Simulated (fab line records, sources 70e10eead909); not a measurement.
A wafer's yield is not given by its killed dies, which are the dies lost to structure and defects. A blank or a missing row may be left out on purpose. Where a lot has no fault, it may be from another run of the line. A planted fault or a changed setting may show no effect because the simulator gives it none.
Matching of chambers || flow nandHarc || NHARC_A_STAIRCASE_DESCUM_312 on rieDiel-11 has 4 sister chambers
The step chemistry O2, time 3 s. 20 wafers are shown with their chamber, then 10 later ones without.

== WAFERS, EACH WITH ITS CHAMBER ==
{"wafer": "L075.2", "chamber": 2, "showerheadPlenumPTorr (Torr)": 1.85, "oesProductAu (a.u.)": 1.026, "rfVppV (V)": 58.7}
{"wafer": "L075.3", "chamber": 3, "showerheadPlenumPTorr (Torr)": 2.06, "oesProductAu (a.u.)": 1.001, "rfVppV (V)": 59.5}
{"wafer": "L075.4", "chamber": 0, "showerheadPlenumPTorr (Torr)": 2.05, "oesProductAu (a.u.)": 0.999, "rfVppV (V)": 58.5}
{"wafer": "L074.1", "chamber": 3, "showerheadPlenumPTorr (Torr)": 2.06, "oesProductAu (a.u.)": 1.004, "rfVppV (V)": 59.2}
{"wafer": "L074.2", "chamber": 1, "showerheadPlenumPTorr (Torr)": 1.90, "oesProductAu (a.u.)": 0.993, "rfVppV (V)": 58.0}
{"wafer": "L074.6", "chamber": 3, "showerheadPlenumPTorr (Torr)": 2.06, "oesProductAu (a.u.)": 0.990, "rfVppV (V)": 58.6}
{"wafer": "L076.1", "chamber": 0, "showerheadPlenumPTorr (Torr)": 2.04, "oesProductAu (a.u.)": 1.016, "rfVppV (V)": 58.8}
{"wafer": "L076.2", "chamber": 1, "showerheadPlenumPTorr (Torr)": 1.89, "oesProductAu (a.u.)": 1.007, "rfVppV (V)": 57.4}
{"wafer": "L076.5", "chamber": 2, "showerheadPlenumPTorr (Torr)": 1.85, "oesProductAu (a.u.)": 1.025, "rfVppV (V)": 58.2}
{"wafer": "L077.2", "chamber": 3, "showerheadPlenumPTorr (Torr)": 2.06, "oesProductAu (a.u.)": 0.996, "rfVppV (V)": 58.8}
{"wafer": "L077.4", "chamber": 0, "showerheadPlenumPTorr (Torr)": 2.04, "oesProductAu (a.u.)": 0.999, "rfVppV (V)": 57.8}
{"wafer": "L077.6", "chamber": 3, "showerheadPlenumPTorr (Torr)": 2.06, "oesProductAu (a.u.)": 0.990, "rfVppV (V)": 57.9}
{"wafer": "L082.1", "chamber": 3, "showerheadPlenumPTorr (Torr)": 2.05, "oesProductAu (a.u.)": 0.997, "rfVppV (V)": 59.2}
{"wafer": "L082.3", "chamber": 1, "showerheadPlenumPTorr (Torr)": 1.89, "oesProductAu (a.u.)": 0.997, "rfVppV (V)": 56.9}
{"wafer": "L082.5", "chamber": 3, "showerheadPlenumPTorr (Torr)": 2.05, "oesProductAu (a.u.)": 0.988, "rfVppV (V)": 58.0}
{"wafer": "L085.3", "chamber": 0, "showerheadPlenumPTorr (Torr)": 2.03, "oesProductAu (a.u.)": 1.002, "rfVppV (V)": 60.0}
{"wafer": "L085.5", "chamber": 0, "showerheadPlenumPTorr (Torr)": 2.03, "oesProductAu (a.u.)": 1.004, "rfVppV (V)": 57.7}
{"wafer": "L085.6", "chamber": 1, "showerheadPlenumPTorr (Torr)": 1.89, "oesProductAu (a.u.)": 0.994, "rfVppV (V)": 58.0}
{"wafer": "L084.3", "chamber": 3, "showerheadPlenumPTorr (Torr)": 2.05, "oesProductAu (a.u.)": 0.985, "rfVppV (V)": 57.2}
{"wafer": "L084.5", "chamber": 0, "showerheadPlenumPTorr (Torr)": 2.03, "oesProductAu (a.u.)": 1.008, "rfVppV (V)": 58.7}

SIGNATURES (means of the wafers above)
{"reading": "showerheadPlenumPTorr", "chamber 0": 2.0367, "chamber 1": 1.8925, "chamber 2": 1.8500, "chamber 3": 2.0562, "scatter within a chamber": 0.0061}
{"reading": "oesProductAu", "chamber 0": 1.00467, "chamber 1": 0.99775, "chamber 2": 1.02550, "chamber 3": 0.99387, "scatter within a chamber": 0.00635}
{"reading": "rfVppV", "chamber 0": 58.583, "chamber 1": 57.575, "chamber 2": 58.450, "chamber 3": 58.550, "scatter within a chamber": 0.742}
Rule: distance of a wafer from a chamber = root of the sum over the readings of ((wafer's reading minus chamber's mean) / reading's scatter) squared. If the next closest chamber is less than 2 further off than the closest, the wafer can't be placed; otherwise it belongs to the closest. How the scatter is found: for the shown wafers, subtract from each reading the mean of its chamber, square and add these, divide the total by (wafers less chambers), then take the root.

== WAFERS WHOSE CHAMBER IS MISSING ==
{"wafer": "L084.6", "showerheadPlenumPTorr (Torr)": 1.89, "oesProductAu (a.u.)": 0.990, "rfVppV (V)": 57.5}
{"wafer": "L088.4", "showerheadPlenumPTorr (Torr)": 1.83, "oesProductAu (a.u.)": 1.002, "rfVppV (V)": 57.9}
{"wafer": "L088.5", "showerheadPlenumPTorr (Torr)": 1.88, "oesProductAu (a.u.)": 0.990, "rfVppV (V)": 58.6}
{"wafer": "L088.6", "showerheadPlenumPTorr (Torr)": 2.03, "oesProductAu (a.u.)": 1.007, "rfVppV (V)": 57.8}
{"wafer": "L093.2", "showerheadPlenumPTorr (Torr)": 1.83, "oesProductAu (a.u.)": 1.009, "rfVppV (V)": 56.6}
{"wafer": "L093.3", "showerheadPlenumPTorr (Torr)": 2.04, "oesProductAu (a.u.)": 0.988, "rfVppV (V)": 58.5}
{"wafer": "L093.5", "showerheadPlenumPTorr (Torr)": 1.88, "oesProductAu (a.u.)": 0.981, "rfVppV (V)": 57.3}
{"wafer": "L096.1", "showerheadPlenumPTorr (Torr)": 1.87, "oesProductAu (a.u.)": 0.994, "rfVppV (V)": 58.4}
{"wafer": "L096.3", "showerheadPlenumPTorr (Torr)": 2.04, "oesProductAu (a.u.)": 0.994, "rfVppV (V)": 58.1}
{"wafer": "L096.4", "showerheadPlenumPTorr (Torr)": 2.02, "oesProductAu (a.u.)": 0.998, "rfVppV (V)": 58.0}

== EACH ONE'S CHAMBER ==
{"wafer": "L084.6", "from the rows above": 1, "in truth": 1}
{"wafer": "L088.4", "from the rows above": 2, "in truth": 2}
{"wafer": "L088.5", "from the rows above": 1, "in truth": 1}
{"wafer": "L088.6", "from the rows above": 0, "in truth": 0}
{"wafer": "L093.2", "from the rows above": 2, "in truth": 2}
{"wafer": "L093.3", "from the rows above": "can't be placed: 0 or 3", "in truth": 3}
{"wafer": "L093.5", "from the rows above": 1, "in truth": 1}
{"wafer": "L096.1", "from the rows above": 1, "in truth": 1}
{"wafer": "L096.3", "from the rows above": "can't be placed: 0 or 3", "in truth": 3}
{"wafer": "L096.4", "from the rows above": 0, "in truth": 0}
Correctly placed: 8 of 10. These rows do not allow placing 2 (true chamber among the candidates in 2). Wrongly placed: 0.
